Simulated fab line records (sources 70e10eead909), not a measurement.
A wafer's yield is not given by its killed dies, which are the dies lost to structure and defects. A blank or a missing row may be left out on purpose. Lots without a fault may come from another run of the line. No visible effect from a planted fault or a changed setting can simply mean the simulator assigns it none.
A struck lot beside a sound one    flow nand_harc    15 out of 1159 route steps
Sound: the wafers L266.1, L266.2, L266.5. Struck: wafer L278.3 (L278.1, L278.5, from the same lot, were not struck and are left out); the cause is given at the end.
At each step with rows: each side's tool, then ch and its chambers, then its first start. Under that, the readings that differ: sound wafers    struck wafers    difference of the means    sigmas: that difference in standard deviations of wafers without a fault.
alike: a reading whose means differ by less than 2 such deviations, as well as words and numbers matching on both sides. not compared: withheld readings; readings where some wafer has no value; bounds like >300 that might hide an equal value; numbers whose values overlap and for which the record gives no deviation.
A row with sigmas, a row that says differs or no value, or rows on one side alone: a step with any of these is where the two part. When numbers do not overlap yet have no deviation, they are printed without sigmas and do not part them. A reading that every wafer of one side lacks parts them only if that side has two wafers or more.

first, 4 steps without rows for these wafers: NHARC_P_CONTACT_EBR_08; NHARC_P_CONTACT_EXPOSE_09 (exposes mask P CA, target cd 90 nm); NHARC_P_CONTACT_PEB_10 (peb time 65 s); NHARC_P_CONTACT_DEVELOP_11 (develop time 35 s).
NHARC_P_CONTACT_CD_MEAS_12: target cd 90 nm.
  sound on cd_sem-03 ch 0, day 6 10:45; struck on cd_sem-02 ch 0, day 9 17:34
  alike: cd_nm
NHARC_P_CONTACT_OVL_MEAS_13:
  struck on overlay-02, day 9 17:39; sound on overlay-02, day 6 10:50
  alike: overlay_x_nm, overlay_y_nm
NHARC_P_CONTACT_INSPECT_14:
  struck on defect_inspect-02, day 9 17:41; sound on defect_inspect-01, day 6 10:53
  alike: raw_defect_count
NHARC_P_CONTACT_DESCUM_17: chemistry O2, time 3 s.
  sound on rie_diel-06 ch 0,1,3, day 6 10:56; struck on rie_diel-06 ch 2, day 9 17:45
  alike: drypump_motor_current_A, o2_flow_sccm, oes_product_au, rf_vpp_V, showerhead_plenum_p_Torr, throttle_valve_pct
  not compared: rf_hours_counter_h
NHARC_P_CONTACT_ETCH_35: etches the open film in CF4, target depth 39 nm, time 65 s.
  sound on rie_diel-06 ch 0,1, day 6 11:01; struck on rie_diel-06 ch 2, day 9 17:50
  alike: drypump_motor_current_A, oes_product_au, rf_vpp_V, showerhead_plenum_p_Torr, throttle_valve_pct
  not compared: rf_hours_counter_h
NHARC_P_CONTACT_ETCH_36: etches the open film in N2/H2, target depth 260 nm, time 406.25 s.
  sound on rie_diel-06 ch 1,2,3; struck on rie_diel-06 ch 3
  alike: drypump_motor_current_A, h2_flow_sccm, oes_product_au, rf_vpp_V, showerhead_plenum_p_Torr, throttle_valve_pct
  not compared: rf_hours_counter_h
NHARC_P_CONTACT_ETCH_18: etches the open film in C4F8/O2/Ar, target depth 481 nm, time 240.5 s.
  sound on rie_diel-06 ch 1,3; struck on rie_diel-06 ch 1
  alike: oes_product_au, rf_vpp_V
  not compared: rf_hours_counter_h
then, 1 step without rows for these wafers: NHARC_P_CONTACT_STRIP_37 (strips in C4F8/O2/Ar).
NHARC_P_CONTACT_ETCH_31: etches the open film in CH3F/O2, target depth 30 nm, time 85.7 s.
  sound on rie_diel-06 ch 0,3, day 6 11:41; struck on rie_diel-06 ch 0, day 9 18:31
reading                sound              struck  difference  sigmas
oes_product_au (a.u.)  0.981 0.986 0.980  0.609   -0.373      -25
  alike: drypump_motor_current_A, o2_flow_sccm, rf_vpp_V, showerhead_plenum_p_Torr, throttle_valve_pct
  not compared: rf_hours_counter_h
NHARC_P_CONTACT_CD_MEAS_19:
  struck on cd_sem-03, day 9 18:37; sound on cd_sem-03, day 6 11:49
  alike: cd_nm
-- break in the record here, with 14 days between the starts of the struck wafers on either side (left off in module P_CONTACT, picked up again in module END, where the first step shown is number 1159 on the route) --
NHARC_END_SORT_01:
  at this point the record logs the struck wafers (prober-02 ch 0, day 24 06:01) and has no rows for the sound ones

## WHERE THEY PART
Last at NHARC_END_SORT_01 as far as this record goes, first at NHARC_P_CONTACT_ETCH_31.

WHY: the cause the simulator had injected
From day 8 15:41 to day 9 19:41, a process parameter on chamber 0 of rie_diel-06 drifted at NHARC_P_CONTACT_ETCH_31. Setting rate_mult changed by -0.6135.
